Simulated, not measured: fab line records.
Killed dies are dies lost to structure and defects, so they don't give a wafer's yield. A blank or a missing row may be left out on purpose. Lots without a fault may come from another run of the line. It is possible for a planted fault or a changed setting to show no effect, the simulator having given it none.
Comparing a struck lot with a sound one	flow n5Finfet	27 out of 1938 route steps
Sound: wafers L750.2, L750.4, L750.6. The struck wafers were L759.2, L759.3, L759.5. The cause is given at the end.
Per side, at each step with rows, come the tool, then ch with its chambers, and then its first start. Under that, the readings that differ: sound wafers	struck wafers	difference of the means	sigmas: that difference in standard deviations of wafers without a fault.
alike: readings with means less than 2 such deviations apart, plus words and numbers identical on both sides. not compared: withheld readings, readings lacking a value on some wafer, bounds such as >300 that could conceal the same value, and numbers that have no deviation in the record and whose values overlap.
Wherever a step has rows on one side only, a row that says differs or no value, or a row with sigmas, the two part there. Non-overlapping numbers with no deviation appear without sigmas and do not part them. A reading missing from all wafers of one side parts the sides only when that side holds two or more wafers.

N5_BEOL_M5_INSPECT_13: inspects for defects (brightfield).
  struck on defectInspect-01, day 11 06:50; sound on defectInspect-01, day 9 00:22
  alike: rawDefectCount
N5_BEOL_M5_DESCUM_16: chemistry O2, time 7 s.
  sound on rieDiel-03 ch 0,1,3, day 9 00:31; struck on rieDiel-04 ch 1,2,3, day 11 07:24
reading	sound	struck	difference	sigmas
rfVppV (V)	244.7 244.9 245.4	241.8 243.1 241.9	-2.7	-2
  alike: drypumpMotorCurrentA, o2FlowSccm, oesProductAu, showerheadPlenumPTorr, throttleValvePct
  not compared: rfHoursCounterH
then, 2 steps without rows for these wafers: N5_BEOL_M5_ETCH_72 (etches underlayer in N2/H2, target depth 6.5 nm, time 5.2 s); N5_BEOL_M5_ETCH_61 (etches SiARC in CF4, target depth 15.6 nm, time 26 s).
N5_BEOL_M5_ETCH_62: etches SOC in N2/H2, target depth 75 nm, overetch 15 nm, time 112.5 s.
  sound on rieDiel-03 ch 0,1,3, day 9 00:35; struck on rieDiel-04 ch 1,2,3, day 11 07:29
reading	sound	struck	difference	sigmas
showerheadPlenumPTorr (Torr)	2.54 2.62 2.69	2.42 2.48 2.50	-0.15	-2
  alike: drypumpMotorCurrentA, oesProductAu, rfVppV, throttleValvePct
  not compared: rfHoursCounterH
then, 3 steps without rows for these wafers: N5_BEOL_M5_STRIP_63 (strips in N2/H2); N5_BEOL_M5_STRIP_73 (strips in N2/H2); N5_BEOL_M5_STRIP_64 (strips in CF4).
N5_BEOL_M5_HM_OPEN_17: chemistry Cl2/BCl3, target TiN, target depth 20 nm, overetch 6 nm.
  sound on rieMetal-01 ch 0,1, day 9 00:46; struck on rieMetal-02 ch 0,1, day 11 07:38
  alike: drypumpMotorCurrentA, heBacksideLeakSccm, oes_ar_750_au, oesProductAu, throttleValvePct
  not compared: rfHoursCounterH
N5_BEOL_M5_STRIP_19: strips in O2.
  sound on rieDiel-06 ch 1,2, day 9 00:54; struck on rieDiel-06 ch 0,2,3, day 11 07:56
  alike: drypumpMotorCurrentA, o2FlowSccm, oesProductAu, rfVppV, showerheadPlenumPTorr, throttleValvePct
  not compared: rfHoursCounterH
N5_BEOL_M5_CD_MEAS_18: pitch 56 nm, target cd 28 nm.
  struck on cdSem-02, day 11 08:01; sound on cdSem-03, day 9 00:58
  alike: cdNm
then, 1 step without rows for these wafers: N5_BEOL_M5_COAT_65 (time 60 s, resist thk 60 nm).
N5_BEOL_M5_COAT_66: time 60 s, resist thk 12 nm.
  sound on lithoTrack-05 ch 0, day 9 01:06; struck on lithoTrack-02 ch 0, day 11 08:16
reading	sound	struck	difference	sigmas
spinSpeedRpm (rpm)	1499.3 1497.8 1498.2	1442.4 1443.2 1443.6	-55.4	-64
then, 7 steps without rows for these wafers: N5_BEOL_M5_COAT_74 (time 60 s, resist thk 5 nm); N5_BEOL_M5_COAT_22 (resist thk 30 nm); N5_BEOL_M5_EBR_24; N5_BEOL_M5_SOFTBAKE_23 (time 60 s); N5_BEOL_M5_EXPOSE_25 (exposes mask V4, defocus 10 nm); N5_BEOL_M5_PEB_26 (peb time 60 s); N5_BEOL_M5_DEVELOP_27 (develop time 30 s).
N5_BEOL_M5_CD_MEAS_28: target cd 30.6 nm, target cd y 20 nm.
  sound on cdSem-01 ch 0, day 9 01:23; struck on cdSem-01 ch 0, day 11 08:40
  alike: cdNm
N5_BEOL_M5_OVL_MEAS_29:
  sound on overlay-02 ch 0, day 9 01:25; struck on overlay-01 ch 0, day 11 08:42
  alike: V4_OVL
N5_BEOL_M5_INSPECT_30: inspects for defects (brightfield).
  struck on defectInspect-01, day 11 08:45; sound on defectInspect-02, day 9 01:28
  alike: rawDefectCount
N5_BEOL_M5_DESCUM_33: chemistry O2, time 7 s.
  sound on rieDiel-06 ch 0,2,3, day 9 01:30; struck on rieDiel-06 ch 0,2,3, day 11 08:51
  alike: drypumpMotorCurrentA, o2FlowSccm, oesProductAu, rfVppV, showerheadPlenumPTorr, throttleValvePct
  not compared: rfHoursCounterH
then, 1 step without rows for these wafers: N5_BEOL_M5_ETCH_75 (etches underlayer in N2/H2, target depth 6.5 nm, time 5.2 s).
N5_BEOL_M5_ETCH_67: etches SiARC in CF4, target depth 15.6 nm, time 26 s.
  sound on rieDiel-06 ch 0,2,3, day 9 01:33; struck on rieDiel-06 ch 0,2,3, day 11 08:55
reading	sound	struck	difference	sigmas
model.etch.depthNm (nm)	12.01 12 11.97	12.28 12.28 12.28	+0.29	
  alike: drypumpMotorCurrentA, etchRfOnTimeS, oesProductAu, rfVppV, showerheadPlenumPTorr, throttleValvePct
  not compared: rfHoursCounterH
then, 1 step without rows for these wafers: N5_BEOL_M5_ETCH_68 (etches SOC in N2/H2, target depth 80 nm, overetch 16 nm, time 120 s).

== WHERE THEY PART ==
First at N5_BEOL_M5_DESCUM_16; last, within this record, at N5_BEOL_M5_COAT_66. Later steps at which nothing parts them and some readings are alike: N5_BEOL_M5_CD_MEAS_28, N5_BEOL_M5_OVL_MEAS_29, N5_BEOL_M5_INSPECT_30, N5_BEOL_M5_DESCUM_33, N5_BEOL_M5_ETCH_67.

WHY: what the simulator had put in
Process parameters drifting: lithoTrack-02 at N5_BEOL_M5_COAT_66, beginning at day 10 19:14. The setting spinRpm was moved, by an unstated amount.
